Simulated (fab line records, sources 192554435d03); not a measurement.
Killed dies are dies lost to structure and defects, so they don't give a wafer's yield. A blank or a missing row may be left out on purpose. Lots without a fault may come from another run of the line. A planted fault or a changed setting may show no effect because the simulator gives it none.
fab line records | flow n5_finfet
record lots=5 wafers=12 last_day=16
route steps=1938 shown SD_EPI_P@309 SD_ACTIVATION@330 ILD0@335 SDB@347 MOL_CONTACT_COAG@538 BEOL_M4@1111 PASSIVATION@1936
lots that met no fault: from a run of the same line without faults
start_h: hours from the record's first day to the start of the lot's first wafer shown | wait_h: hours since the lot's step before | " the same as in the row above | L1.1+2: a row that stands for several wafers | - no value, or no start given | * or withheld: withheld | < > ~ a bound
route shown NAME@n: a module of which the file shows steps, and the number in the route of the first | usual: mean/standard deviation of fault-free wafers | same: alike in all rows | chamber/n: place in a boat | sites: the reading at each site | _std_site: their standard deviation | _edge_site: outer sites' mean less inner sites' | radius_mm: how far each site lies from the wafer's centre | mask NAME#n: copy n | behind: the tool/chamber that last shaped the wafer | hold: why the lot was held/for how many hours/how that ended | device: the transistor (n, p or np) that didn't switch | end of line: the same wafers' tests at the end of the route | a step without rows: its recipe alone | killed: dies lost to structure and defects at the first sort, not the wafer's yield | map: a wafer's dies, x killed, . not, _ none there
set.NAME: the setting as run; set.NAME@STEP: as run at that earlier step | model.NAME: the simulator's own value behind a step, which no gauge read
lots at some steps of the route; a table a step, a row a wafer
services: from which hour (start_h, from the record's first day; less than 0 if before it) a tool's chamber was out of use, for how many hours, and why
## steps
# step N5_SD_EPI_P_STRIP_38
# recipe chemistry=N2/H2 temp_c=40 n2_flow_sccm=200 h2_flow_sccm=200 rf_frequency_hz=6e+07
# step N5_SD_EPI_P_ETCHBACK_46
# recipe chemistry=CH3F/O2 mode=anisotropic_etchback target=SiNx target_depth_a=175 stop_on=SiO2 over_etch_frac=0.3 ion_energy_ev=120 pressure_mtorr=30 source_w=395 bias_w=73 Ar_flow_sccm=150 CH3F_flow_sccm=30 O2_flow_sccm=20
# step N5_SD_EPI_P_ETCH_47
# recipe chemistry=CH3F/O2 target=SiOCN target_depth_a=250 mask_material=SOC ion_energy_ev=60 bias_w=29 pressure_mtorr=30 source_w=410 Ar_flow_sccm=150 CH3F_flow_sccm=30 O2_flow_sccm=20
# step N5_SD_EPI_P_ETCH_16
# recipe chemistry=CHF3/O2 target=SiO2 target_depth_a=50 mask_material=SOC pressure_mtorr=30 source_w=650 bias_w=170 Ar_flow_sccm=200 CHF3_flow_sccm=50 O2_flow_sccm=5 ion_energy_ev=200
# step N5_SD_EPI_P_STRIP_50
# recipe chemistry=CHF3/O2 resist=SiARC rf_frequency_hz=6e+07
# step N5_SD_EPI_P_SD_RECESS_17
# recipe chemistry=HBr/Cl2/O2 target_depth_a=391 bt_time_s=3 pressure_mtorr=10 icp_w=800 bias_w=112 HBr_flow_sccm=150 Cl2_flow_sccm=80 O2_flow_sccm=12
# step N5_SD_EPI_P_WET_ETCH_45
# recipe chemistry=dHF dilution=withheld time_s=10.7 target=SiO2 target_depth_a=20 temp_c=25 dry=ipa_marangoni rinse_time_s=30 rinse_temp_c=23
# step N5_SD_EPI_P_STRIP_40
# recipe chemistry=N2/H2 power_w=1000 temp_c=250 h2_frac=0.65 overash_fraction=0.3 pressure_mtorr=withheld n2_flow_sccm=1750 h2_flow_sccm=3250
# step N5_SD_EPI_P_PRECLEAN_52
# recipe chemistry=O3/DIW time_s=60 temp_c=22 o3_ppm=10
# step N5_SD_EPI_P_SRD_20
# recipe dry=ipa_marangoni do_ppb=5 time_s=30 temp_c=23 rinse_liquid=diw
# step N5_SD_EPI_P_PRECLEAN_51
# recipe chemistry=NF3:NH3 afs_cycles=1 temp_c=30 time_s=20 sublimation_temp_c=180 sublimation_time_s=60 pressure_torr=3 rf_power_w=30
# step N5_SD_EPI_P_VAPOR_ETCH_44
# recipe chemistry=NF3/Ar target=SiGe30 temp_c=25 time_s=3.3 mode=isotropic
# step N5_SD_EPI_P_EPI_21
# recipe material=SiGe:B dopant=B temp_c=550 pressure_torr=20 ambient=H2 time_s=355
# columns lot.wafer tool chamber start_h wait_h model.SiGe-B_of_SD_EPI_P_EPI_21.thk_nm
L475.1+6 epi_rpcvd-01 0 68.05 0.1 61.2
L475.5 " 0 69.49 1.5 60.8
L484.5 epi_rpcvd-01 0 128.07 1.5 75.8
L484.6 " 0 " " 60.4
L487.3 epi_rpcvd-01 0 142.00 1.1 75.6
L487.6 " 0 143.44 2.4 59.2
L488.4 epi_rpcvd-01 0 148.95 1.5 59.6
L488.5 " 0 " " 74.4
L489.2 epi_rpcvd-04 0 155.97 0.5 59.4
L489.3 " 0 " " 60.6
L489.6 " 0 157.41 1.8 60.2
# step N5_SD_EPI_P_EPI_MEAS_23
# recipe mode=xrd
# usual thk_nm=60.9/1.4
# columns lot.wafer tool chamber start_h wait_h thk_nm
L475.1 film_metro-01 - 70.24 1.8 62.1
L475.5 " - " " 60.5
L475.6 " - " " 61.1
L484.5 film_metro-01 - 128.84 0.4 76.4
L484.6 " - " " 61.3
L487.3 film_metro-02 - 143.98 1.5 76.3
L487.6 " - " " 60.9
L488.4 film_metro-02 - 150.44 1.0 58.6
L488.5 " - " " 73.0
L489.2 film_metro-01 - 157.81 1.5 60.7
L489.3 " - " " 61.3
L489.6 " - " " 58.5
# step N5_SD_EPI_P_HM_STRIP_48
# recipe chemistry=H3PO4 temp_c=160 material=SiNx target=SiNx target_depth_a=30 overetch_fraction=0.3
# step N5_SD_EPI_P_SRD_49
# recipe dry=ipa_marangoni time_s=30 temp_c=23 rinse_liquid=diw
# step N5_SD_EPI_P_PRECLEAN_24
# recipe chemistry=O3/DIW time_s=45 temp_c=22 o3_ppm=10
# step N5_SD_EPI_P_PRECLEAN_32
# recipe chemistry=dHF time_s=10 dilution=500:1 temp_c=25
# step N5_SD_EPI_P_PRECLEAN_33
# recipe chemistry=SC2 time_s=45 temp_c=35 mix=1:1:50
# step N5_SD_EPI_P_SRD_25
# recipe time_s=30 temp_c=23 rinse_liquid=diw dry=ipa_marangoni
# step N5_SD_ACTIVATION_RTA_00
# recipe temp_c=975 time_s=0 ambient=N2 idle_temp_c=600 ramp_up_c_per_s=150 ramp_down_c_per_s=60 cool_to_c=600
# step N5_SD_ACTIVATION_LSA_01
# recipe temp_c=1080 time_s=0.0008 ambient=N2
# step N5_SD_ACTIVATION_RS_MEAS_03
# recipe thk_meas_gauge=four-point-probe
# usual RS_SD_N=21.93/0.28 RS_SD_P=56.3/0.9
# columns lot.wafer tool chamber start_h wait_h RS_SD_N[ohm/sq] RS_SD_P[ohm/sq]
L475.1 film_metro-01 - 70.97 0.2 21.75 56.0
L475.5 " - " " 21.75 56.3
L475.6 " - " " 21.77 55.8
L484.5 film_metro-01 - 129.51 0.1 21.86 45.7
L484.6 " - " " 21.80 56.7
L487.3 film_metro-02 - 144.66 0.2 21.95 45.3
L487.6 " - " " 22.07 57.6
L488.4 film_metro-02 - 151.09 0.1 21.74 56.8
L488.5 " - " " 21.86 45.2
L489.2 film_metro-01 - 158.45 0.2 21.94 57.4
L489.3 " - " " 22.23 56.6
L489.6 " - " " 21.89 56.8
# step N5_ILD0_LINER_00
# recipe material=SiNx target_thk_a=40 temp_c=400 ald_precursor_family=SiH2I2 ald_co_reactant=N2/H2-plasma pulse_time_s=1 purge_time_s=2 co_reactant_purge_time_s=2 ald_cycles=80 pressure_torr=2
# step N5_ILD0_FCVD_FILL_01
# recipe material=SiO2_flowable target_thk_a=2000 temp_c=100 pressure_torr=0.8 rf_w=2000 time_s=328.3
# step N5_ILD0_CURE_02
# recipe temp_c=450 time_s=1800 ambient=steam idle_temp_c=400 ramp_up_c_per_min=5 ramp_down_c_per_min=3 densification_p_h2o_torr=640
# step N5_ILD0_CMP_03
# recipe stop_on=SiNx t_overpolish_s=1.9 post_cmp_clean=alkaline_brush down_force_psi=4.1491 platen_rpm=51.796 pad_velocity_m_s=1.0306 target_thk_nm=197.38
# step N5_ILD0_CMP_07
# recipe stop_on=poly-Si material=SiO2_flowable t_overpolish_s=1.18 post_cmp_clean=alkaline_brush down_force_psi=4.1491 platen_rpm=51.796 pad_velocity_m_s=1.0306 target_thk_nm=138.88
# step N5_ILD0_PRECLEAN_10
# recipe chemistry=NF3:NH3 afs_cycles=5 time_s=20 temp_c=30 sublimation_temp_c=180 sublimation_time_s=60 pressure_torr=3 rf_power_w=30
# step N5_ILD0_ALD_15
# recipe material=SiNx target_thk_a=240 temp_c=400 ald_precursor_family=SiH2I2 ald_co_reactant=N2/H2-plasma pulse_time_s=1 ald_cycles=480 purge_time_s=2 co_reactant_purge_time_s=2 pressure_torr=2
# step N5_ILD0_CMP_12
# recipe stop_on=poly-Si material=SiNx t_overpolish_s=6 post_cmp_clean=alkaline_brush down_force_psi=2.5 platen_rpm=51.8 pad_velocity_m_s=1.0307 target_thk_nm=17.67
# step N5_SDB_HM_DEP_00
# recipe material=SiNx target_thk_a=400 temp_c=400 precursor=SiH4/NH3/N2 pressure_torr=1.5 rf_w=300 time_s=35.3
# step N5_SDB_COAT_03
# recipe resist=SOC temp_c=250 time_s=60 spin_rpm=1500 resist_thk_nm=100
# step N5_SDB_COAT_04
# recipe resist=SiARC temp_c=220 time_s=60 spin_rpm=1500 resist_thk_nm=18
# step N5_SDB_COAT_05
# recipe resist=CAR-ArF spin_rpm=1500 resist_thk_nm=90
# step N5_MOL_CONTACT_COAG_ETCH_110
# recipe chemistry=CF4/O2 target=Si target_depth_a=25 time_s=8 pressure_mtorr=100 source_w=200 bias_w=12 ion_energy_ev=60 Ar_flow_sccm=100 cf4_flow_sccm=100 O2_flow_sccm=10
# usual drypump_motor_current_A=5.4/0.47 oes_product_au=0.78/0.076 rf_vpp_V=125.7/2.6 showerhead_plenum_p_Torr=2.22/0.077 throttle_valve_pct=10.82/0.22
# columns lot.wafer tool chamber start_h wait_h drypump_motor_current_A oes_product_au rf_hours_counter_h rf_vpp_V showerhead_plenum_p_Torr throttle_valve_pct model.SiGe-B_of_SD_EPI_P_EPI_21.thk_nm
L475.1 rie_diel-04 0 101.53 0.0 5.7 0.70 189 128.2 2.29 10.80 58.4
L475.5 " 3 " " 5.0 0.79 - 128.5 2.24 10.78 58
L475.6 " 0 " " 5.7 0.70 - 126.1 2.29 10.81 58.4
L484.5 rie_diel-06 0 159.22 0.0 4.8 0.76 - 121.7 2.14 10.80 72.2
L484.6 " 1 " " 5.6 0.74 - 130.4 2.22 11.08 57.6
L487.3 rie_diel-06 1 174.96 0.0 5.6 0.75 186 131.3 2.22 11.09 72
L487.6 " 2 " " 5.3 0.74 - 122.5 2.20 11.00 56.4
L488.4 rie_diel-04 1 179.76 0.0 5.8 0.74 179 126.9 2.12 10.71 56.8
L488.5 " 0 " " 5.7 0.68 - 126.5 2.28 10.88 71
L489.2 rie_diel-05 3 189.57 0.0 6.4 0.66 236 121.3 2.11 11.00 56.8
L489.3 " 2 " " 5.4 0.84 54 126.3 2.33 10.44 57.8
L489.6 " 2 " " 5.4 0.85 - 127.5 2.33 10.44 57.4
# step N5_BEOL_M4_RC_MEAS_101
# usual DIBL_N=36.2/1.7 DIBL_P=36.6/1.9 IOFF_N=0.16/0.032 IOFF_P=0.21/0.037 ION_N=675/12 ION_P=460/8.1 RS_SD_P=66.1/1.3 SS_N=71.4/0.58 SS_P=73.4/0.64 VT_N=249/3.2 VT_P=-252/3.4
# columns lot.wafer tool chamber start_h wait_h DIBL_N[mV/V] DIBL_P[mV/V] IOFF_N[nA/um] IOFF_P[nA/um] ION_N[uA/um] ION_P[uA/um] RS_SD_P[ohm/sq] SS_N[mV/dec] SS_P[mV/dec] VT_N[mV] VT_P[mV]
L475.1 prober-01 0 178.28 0.0 37.4 37.4 0.17 0.24 686 473 66.1 71.9 73.6 250 -249
L475.5 " 0 " " 37.5 38.0 0.19 0.25 680 467 67.1 71.8 73.3 250 -246
L475.6 " 0 " " 39.0 38.8 0.21 0.27 681 465 66.6 72.2 74.1 247 -247
L484.5 prober-01 0 243.13 0.6 33.1 34.1 0.11 0.21 649 465 53.6 70.7 73.4 256 -247
L484.6 " 0 " " 35.7 37.1 0.17 0.24 676 466 67.5 71.3 74.1 249 -248
L487.3 prober-02 0 247.01 0.3 38.6 41.4 0.21 0.30 679 477 53.0 72.2 74.4 246 -245
L487.6 " 0 " " 36.0 37.1 0.15 0.19 656 445 67.8 71.9 73.1 251 -253
L488.4 prober-01 0 249.56 0.5 37.5 39.1 0.20 0.20 670 447 66.2 71.5 73.7 249 -258
L488.5 " 0 " " 31.0 31.3 0.11 0.14 657 452 53.1 70.5 72.3 253 -257
L489.2 prober-01 0 265.67 0.2 35.0 33.8 0.13 0.16 653 445 67.7 70.6 72.8 253 -257
L489.3 " 0 " " 33.0 32.7 0.12 0.15 658 450 65.7 71.1 73.0 255 -255
L489.6 " 0 " " 35.0 34.3 0.14 0.17 654 444 66.4 70.7 72.9 254 -255
# step N5_PASSIVATION_PROBE_49
# usual defect_limited_yield=91.3/1.5 killed_at_M0_to_M3=35/10 killed_at_M4_up=12/4.6 killed_at_contacts=13/6.6 killed_at_front_end=39/11 killed_at_other=4/3.4 killed_dies=103/17 killed_open=67/13 killed_short=35/8.2 sort_bin_5_function=5.1/0.94 sort_bin_6_memory=3.2/0.7 sort_n_pass=1077/17 sort_yield_pct=91.3/1.5
# same gross_dies=1180 killed_at_back_side=0 sort_bin_4_leakage[%]=0 sort_bin_8_speed[%]=0
# columns lot.wafer tool chamber start_h wait_h defect_limited_yield[%] killed_at_M0_to_M3 killed_at_M4_up killed_at_contacts killed_at_front_end killed_at_other killed_dies killed_open killed_short sort_bin_5_function[%] sort_bin_6_memory[%] sort_n_pass sort_yield_pct[%]
L488.4 prober-02 - 352.85 0.2 91.7 37 10 11 32 8 98 59 39 5.3 2.5 1082 91.7
L488.5 prober-02 - 352.90 0.2 92.4 34 7 12 29 8 90 57 33 4.7 2.7 1090 92.4
# killed by level:class
L488.4 MOL_CONTACT_COAG:geometric_particle:open=8 GATE_CUT:geometric_particle:short=7 BEOL_M3:geometric_particle:open=7 BEOL_M0_SAQP:geometric_particle:short=6 DUMMY_GATE:geometric_particle:open=5 GATE_CUT:geometric_particle:open=5 BEOL_M0_SAQP:geometric_particle:open=5 BEOL_M1:geometric_particle:short=5
L488.5 MOL_CONTACT_COAG:geometric_particle:open=11 BEOL_M3:geometric_particle:open=7 BEOL_M2:geometric_particle:open=7 BEOL_M0_SAQP:geometric_particle:short=6 FIN_SAQP:geometric_particle:short=5 BEOL_M1:geometric_particle:open=5 STARTING-WAFER:geometric_particle:short=5 MIM_TOP_ETCH:geometric_particle:open=5
## services
# columns tool chamber start_h hours kind
rie_diel-05 1 50.04 5.8 repair
rie_diel-05 1 55.90 - clean
rie_diel-05 1 55.90 - consumable_replace:focus_ring
rie_diel-05 1 55.90 22.2 scheduled_down
rie_diel-05 1 55.90 22.2 vent_cycle
rie_diel-05 2 56.85 6.6 repair
rie_diel-04 3 62.88 3.4 repair
rie_diel-04 2 65.04 4.3 repair
rie_diel-05 3 70.68 31.9 repair
rie_diel-06 3 149.23 - clean
rie_diel-06 3 149.23 - consumable_replace:focus_ring
rie_diel-06 3 149.23 - consumable_replace:showerhead
rie_diel-06 3 149.23 23.9 scheduled_down
rie_diel-06 3 149.23 23.9 vent_cycle
epi_rpcvd-01 - 154.60 2.8 pm
rie_diel-04 - 164.74 4.3 pm
epi_rpcvd-01 - 169.32 14.6 pm
epi_rpcvd-01 - 183.92 6.0 pm
## key
first_sign step=N5_SD_EPI_P_EPI_MEAS_23 reading=thk_nm direction=up sigmas=10 usual=* struck=*
effect step=N5_SD_ACTIVATION_RS_MEAS_03 reading=RS_SD_P direction=down sigmas=12 usual=56.3 struck=45.4
effect step=N5_BEOL_M4_RC_MEAS_101 reading=RS_SD_P direction=down sigmas=10 usual=66.1 struck=53.2
model_effect step=N5_SD_EPI_P_EPI_21 value=SiGe-B_of_SD_EPI_P_EPI_21.thk_nm without=60.07 struck=75.27
model_effect step=N5_MOL_CONTACT_COAG_ETCH_110 value=SiGe-B_of_SD_EPI_P_EPI_21.thk_nm without=57.27 struck=71.73
met_at N5_SD_EPI_P_EPI_21
struck_wafers L484.5,L487.3,L488.5
onset_between 68.05 128.07
fault kind=process_parameter_drift tool=epi_rpcvd-01 chamber=- onset_h=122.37 steps=N5_SD_EPI_P_EPI_21 channel=time_s offset=* shape=step end_h=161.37 scope=struck_wafers_only acts_in=* stated=*
